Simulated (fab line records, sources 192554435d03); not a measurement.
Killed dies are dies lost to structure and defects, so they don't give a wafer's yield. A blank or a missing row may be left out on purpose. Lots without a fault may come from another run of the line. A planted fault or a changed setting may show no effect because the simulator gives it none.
Split-lot experiment | flow n5_finfet | 7 lots, 39 wafers read, on a route of 1938 steps

THE SPLIT
At N5_FIN_SAQP_PECVD_47 (deposits a-Si from SiH4/He, target thk 45 nm, time 36.3 s), the setting time_s was moved away from the recipe's 36.3 s on 9 of the 39 wafers read, by -33.8% to +54.1%. The other wafers ran this setting at the recipe's value.

FROM THE SPLIT TO THE READING: what the file shows between them, 4 steps
- N5_FIN_SAQP_PECVD_48: deposits SiNx from SiH4/NH3/N2, target thk 25 nm, time 22.1 s
- N5_FIN_SAQP_PECVD_06: deposits a-Si from SiH4/He, target thk 60 nm, time 48.1 s
- N5_FIN_SAQP_ETCH_57: etches SiNx in CH3F/O2, target depth 32.5 nm, time 46.4 s
- N5_FIN_SAQP_ETCH_65: etches SiO2 in CF4, target depth 4 nm, time 4.4 s

THE READING
oes_product_au, in a.u., at N5_FIN_SAQP_MANDREL_ETCH_58 (etches a-Si in HBr/Cl2, stops on SiNx, target depth 45 nm, bt time 10 s, time 27 s). Fault-free wafers of this fab line usually give 0.696 a.u., standard deviation 0.012 a.u..

wafer  | tool, chamber at the split | time_s as run, s | against the recipe | oes_product_au, a.u. | against lot-mates on the recipe
L075.1 | pecvd-03, 1                | 42.38            | +16.7%             | 0.755                | +0.066
L075.2 | pecvd-03, 2                | 36.3             | recipe             | 0.691                | -
L075.3 | pecvd-03, 2                | 36.3             | recipe             | 0.680                | -
L075.4 | pecvd-03, 1                | 42.38            | +16.7%             | 0.766                | +0.077
L075.5 | pecvd-03, 2                | 42.38            | +16.7%             | 0.770                | +0.081
L075.6 | pecvd-03, 1                | 36.3             | recipe             | 0.695                | -
L076.1 | pecvd-03, 1                | 36.3             | recipe             | 0.723                | -
L076.2 | pecvd-03, 2                | 36.3             | recipe             | 0.699                | -
L076.3 | pecvd-03, 2                | 36.3             | recipe             | 0.694                | -
L076.4 | pecvd-03, 1                | 36.3             | recipe             | 0.696                | -
L076.5 | pecvd-03, 1                | 36.3             | recipe             | 0.691                | -
L076.6 | pecvd-03, 2                | 36.3             | recipe             | 0.675                | -
L082.1 | pecvd-01, 2                | 55.95            | +54.1%             | 0.903                | +0.207
L082.2 | pecvd-01, 0                | 36.3             | recipe             | 0.679                | -
L082.3 | pecvd-01, 1                | 55.95            | +54.1%             | 0.896                | +0.200
L082.4 | pecvd-01, 1                | 36.3             | recipe             | 0.700                | -
L082.5 | pecvd-01, 2                | 55.95            | +54.1%             | 0.912                | +0.216
L082.6 | pecvd-01, 0                | 36.3             | recipe             | 0.708                | -
L084.1 | pecvd-03, 2                | 36.3             | recipe             | 0.700                | -
L084.4 | pecvd-03, 2                | 36.3             | recipe             | 0.686                | -
L084.5 | pecvd-03, 2                | 36.3             | recipe             | 0.687                | -
L090.1 | pecvd-03, 1                | 24.03            | -33.8%             | 0.581                | -0.115
L090.2 | pecvd-03, 0                | 36.3             | recipe             | 0.681                | -
L090.3 | pecvd-03, 2                | 24.03            | -33.8%             | 0.558                | -0.138
L090.4 | pecvd-03, 2,1              | 36.3             | recipe             | 0.717                | -
L090.5 | pecvd-03, 2,1              | 36.3             | recipe             | 0.689                | -
L090.6 | pecvd-03, 0                | 24.03            | -33.8%             | 0.569                | -0.127
L095.1 | pecvd-04, 2                | 36.3             | recipe             | 0.700                | -
L095.2 | pecvd-04, 0                | 36.3             | recipe             | 0.691                | -
L095.3 | pecvd-04, 1                | 36.3             | recipe             | 0.685                | -
L095.4 | pecvd-04, 1                | 36.3             | recipe             | 0.687                | -
L095.5 | pecvd-04, 0                | 36.3             | recipe             | 0.696                | -
L095.6 | pecvd-04, 2                | 36.3             | recipe             | 0.688                | -
L097.1 | pecvd-03, 2                | 36.3             | recipe             | 0.713                | -
L097.2 | pecvd-03, 0                | 36.3             | recipe             | 0.717                | -
L097.3 | pecvd-03, 1                | 36.3             | recipe             | 0.701                | -
L097.4 | pecvd-03, 2                | 36.3             | recipe             | 0.695                | -
L097.5 | pecvd-03, 1                | 36.3             | recipe             | 0.710                | -
L097.6 | pecvd-03, 0                | 36.3             | recipe             | 0.684                | -
Where a row lists several chambers, the file gives one row for several wafers and doesn't say which wafer went through which chamber.

THE FIT
A straight line over all 39 wafers: oes_product_au changes by +0.00383 a.u. for each +1% of time_s; r = +0.99; the points scatter about the line by 0.011 a.u..
The same after taking each lot's own level away (the mean of its wafers on the recipe; 39 wafers): +0.00385 a.u. for each +1%; r = +0.99; scatter 0.011 a.u..
On that fit, the largest move of time_s shifts the reading by 0.21 a.u..
The lots' own levels span 0.6887 to 0.7033 a.u., that is 1.2 times the standard deviation above.
So the lot-to-lot level changes the slope little: the two slopes agree.
Check: with one of the wafers moved furthest among these (+54.1%) left out of the fit, the line predicts +0.21 a.u. for it against its lot-mates. It came out at +0.207 a.u. against them.

THE WHOLE CHAIN: every reading that the file lists as answering this split, in the file's order
step                        | what it does                                                                       | reading                                                                           | change (the file's fit)                   | r (the file's)
N5_FIN_SAQP_PECVD_47        | deposits a-Si from SiH4/He, target thk 45 nm, time 36.3 s                          | a-Si_of_FIN_SAQP_PECVD_47.thk_nm (the simulator's own value, which no gauge read) | +0.465 nm for each +1% of the setting     | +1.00
N5_FIN_SAQP_MANDREL_ETCH_58 | etches a-Si in HBr/Cl2, stops on SiNx, target depth 45 nm, bt time 10 s, time 27 s | oes_product_au                                                                    | +0.00385 a.u. for each +1% of the setting | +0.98
N5_FIN_SAQP_MANDREL_ETCH_58 | etches a-Si in HBr/Cl2, stops on SiNx, target depth 45 nm, bt time 10 s, time 27 s | etch.depth_nm (the simulator's own value, which no gauge read)                    | +0.465 nm for each +1% of the setting     | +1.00

THE FILE'S OWN FIT
oes_product_au changes by +0.00385 a.u. for each +1% of time_s, r = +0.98.
